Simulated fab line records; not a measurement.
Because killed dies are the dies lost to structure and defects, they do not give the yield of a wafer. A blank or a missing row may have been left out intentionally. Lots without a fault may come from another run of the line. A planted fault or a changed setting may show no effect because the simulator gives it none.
One fault through the eyes of 2 desks    flow n5 finfet    each desk holds nothing but its own numbers, with what lay behind them at the end

## TOOL OWNER'S DESK, litho track-01
The tool's own readings at N5_BEOL_M11_PEB_26 (peb time 60 s): means of the sampled wafers that have a number, for each lot that ran on this tool. The brackets show how far a lot's mean lies from the usual mean; more than 4 standard deviations puts the lot out of limits, marked OUT.
Columns: A = exhaust pa at N5_BEOL_M11_PEB_26, usual 45.1 Pa
lot   first seen here  A
L273  day 12 11:34     45.1
L272  day 12 11:37     45.4
L276  day 13 06:15     45.1
L287  day 15 21:53     44.2
L286  day 16 01:43     43.9
L288  day 16 10:38     44.6
This desk's verdict: no lot among the 6 shows anything out of limits.

## METROLOGY DESK
What the gauges read for every lot (on any tool): the sampled wafers with a number, averaged. The brackets show how far a lot's mean lies from the usual mean; more than 4 standard deviations puts the lot out of limits, marked OUT. Shown are 7 of the 12 readings it has, namely the first that went out of limits plus those furthest out on some lot.
Columns: A = DIBL_N at N5_BEOL_M4_RC_MEAS_101, usual 36.8 mV/V; B = IOFF_N at N5_BEOL_M4_RC_MEAS_101, usual 0.18 nA/um; C = SS_N at N5_BEOL_M4_RC_MEAS_101, usual 71.7 mV/dec; D = SS_P at N5_BEOL_M4_RC_MEAS_101, usual 73.5 mV/dec; E = VT_N at N5_BEOL_M4_RC_MEAS_101, usual 248 mV; F = VT_P at N5_BEOL_M4_RC_MEAS_101, usual -249 mV; G = cd nm at N5_BEOL_M11_CD_MEAS_28, usual 70.8 nm
lot   first seen here  A     B     C     D     E    F     G
L266  day 8 01:06      39.8  0.22  72.6  73.9  245  -247  71.1
L270  day 9 08:34      42.3  0.27  73.2  74.8  243  -247  70.9
L272  day 9 16:19      37.5  0.22  72.0  74.0  240  -244  64.8 (-6.5) OUT
L273  day 9 22:05      38.8  0.20  72.4  73.2  246  -250  66.0 (-5.3) OUT
L276  day 10 20:10     36.1  0.15  71.3  72.9  252  -252  66.2 (-4.9) OUT
L284  day 12 17:45     35.0  0.14  71.2  72.9  249  -249  70.5
L285  day 13 06:46     36.5  0.18  70.8  74.1  248  -249  71.6
L287  day 13 08:25     36.2  0.18  71.3  73.6  249  -249  71.7
L286  day 13 14:47     37.7  0.21  72.3  74.1  245  -242  72.2
L288  day 13 18:50     37.4  0.17  71.9  73.8  249  -249  69.0
This desk's finding: out of limits on L272, L273, L276; first on L273, day 12 11:38 (cd nm at N5_BEOL_M11_CD_MEAS_28). L266, L270, L284, L285, L287, L286, L288 stayed within limits.

## BROUGHT TOGETHER
On L272, L273, L276, the metrology desk was in a position to raise an alarm at day 12 11:38.
The tool owner's desk saw nothing out of limits.
The tool owner's desk has L272, L273, L276 on record, within its limits.
All the named lots went through N5_BEOL_M11_PEB_26 on litho track-01.

## WHAT WAS PUT IN BY THE SIMULATOR
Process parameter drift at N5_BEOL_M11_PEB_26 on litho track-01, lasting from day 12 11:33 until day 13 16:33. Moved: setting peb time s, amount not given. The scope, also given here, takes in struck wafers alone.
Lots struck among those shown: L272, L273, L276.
Time in hours between the start of the fault and the first out-of-limits reading at each desk: metrology desk, 0.
